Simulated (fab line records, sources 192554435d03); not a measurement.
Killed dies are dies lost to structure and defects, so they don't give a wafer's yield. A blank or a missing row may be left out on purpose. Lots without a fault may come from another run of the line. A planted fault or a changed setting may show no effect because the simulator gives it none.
A struck lot beside a sound one | flow n5_finfet | 15 steps out of a route of 1938
Sound: wafers L615.1, L615.4, L615.5. Struck: wafers L634.2, L634.3. The cause comes at the end.
At each step with rows: each side's tool, then ch and its chambers, then its first start. Under that, the readings that differ: sound wafers | struck wafers | difference of the means | sigmas: that difference in standard deviations of wafers without a fault.
alike: readings whose means differ by less than 2 such deviations, and words and numbers that are the same on both sides. not compared: withheld readings, readings that some wafer has no value for, bounds like >300 that may hide the same value, and numbers for which the record gives no deviation and whose values overlap.
The two part at a step that has a row with sigmas, a row that says differs or no value, or rows on one side only. Numbers that don't overlap but have no deviation are shown without sigmas and don't part them. A reading that every wafer of one side lacks parts them only if that side has two wafers or more.

first, 9 steps without rows for these wafers: N5_SD_EPI_P_EBR_05; N5_SD_EPI_P_SOFTBAKE_04 (time 60 s); N5_SD_EPI_P_EXPOSE_06 (exposes mask SD P BLK, target cd 240 nm); N5_SD_EPI_P_PEB_07 (peb time 60 s); N5_SD_EPI_P_DEVELOP_08 (develop time 30 s); N5_SD_EPI_P_DESCUM_14 (chemistry O2, time 7.9 s); N5_SD_EPI_P_ETCH_36 (etches SiARC in CF4, target depth 45.5 nm, time 75.8 s); N5_SD_EPI_P_ETCH_37 (etches SOC in N2/H2, overetch 108 nm, time 486 s); N5_SD_EPI_P_STRIP_38 (strips in N2/H2).
N5_SD_EPI_P_ETCHBACK_46: etches SiNx in CH3F/O2, stops on SiO2, target depth 17.5 nm.
  sound on rie_diel-04 ch 1,2,3, day 3 08:22; struck on rie_diel-04 ch 1,3, day 7 23:32
  reading                                     | sound          | struck          | difference | sigmas
  over_etch_frac                              | 0.3 0.3 0.3    | 0.47677 0.47677 | +0.17677   |
  model.SiARC_of_SD_EPI_P_COAT_35.thk_nm (nm) | 15.6 15.6 15.8 | 14.8 14.6       | -1.0       |
  alike: drypump_motor_current_A, oes_product_au, rf_fwd_power_W, rf_vpp_V, showerhead_plenum_p_Torr, throttle_valve_pct
  not compared: rf_hours_counter_h
then, 1 step without rows for these wafers: N5_SD_EPI_P_ETCH_47 (etches SiOCN in CH3F/O2, target depth 25 nm).
N5_SD_EPI_P_ETCH_16: etches SiO2 in CHF3/O2, target depth 5 nm.
  sound on rie_diel-04 ch 1,2,3, day 3 08:34; struck on rie_diel-04 ch 1,3, day 7 23:44
  reading                                     | sound      | struck  | difference | sigmas
  model.SiARC_of_SD_EPI_P_COAT_35.thk_nm (nm) | 12 12 12.4 | 11.2 11 | -1.0       |
  alike: drypump_motor_current_A, oes_product_au, rf_fwd_power_W, rf_vpp_V, showerhead_plenum_p_Torr, throttle_valve_pct
  not compared: rf_hours_counter_h
then, 1 step without rows for these wafers: N5_SD_EPI_P_STRIP_50 (strips in CHF3/O2).
-- the record jumps here: 5 days lie between the struck wafers' starts before and after (it left off in module SD_EPI_P and takes up again in module BEOL_M4, whose first step shown is number 1111 of the route) --
N5_BEOL_M4_RC_MEAS_101:
  sound on prober-02 ch 0, day 7 17:49; struck on prober-02 ch 0, day 12 16:25
  alike: DIBL_N, DIBL_P, IOFF_N, IOFF_P, ION_N, ION_P, SS_N, SS_P, VT_N, VT_P
-- the record jumps here: 4 days lie between the struck wafers' starts before and after (it left off in module BEOL_M4 and takes up again in module PASSIVATION, whose first step shown is number 1936 of the route) --
N5_PASSIVATION_PROBE_49:
  sound on prober-01, day 11 22:40; struck on prober-01, day 17 00:58
  alike: defect_limited_yield, killed_at_M0_to_M3, killed_at_M4_up, killed_at_contacts, killed_at_front_end, killed_at_other, killed_dies, killed_open, killed_short, sort_bin_5_function, sort_bin_6_memory, sort_n_pass, sort_yield_pct

WHERE THEY PART
Nowhere in this record.

WHY: what the simulator had put in
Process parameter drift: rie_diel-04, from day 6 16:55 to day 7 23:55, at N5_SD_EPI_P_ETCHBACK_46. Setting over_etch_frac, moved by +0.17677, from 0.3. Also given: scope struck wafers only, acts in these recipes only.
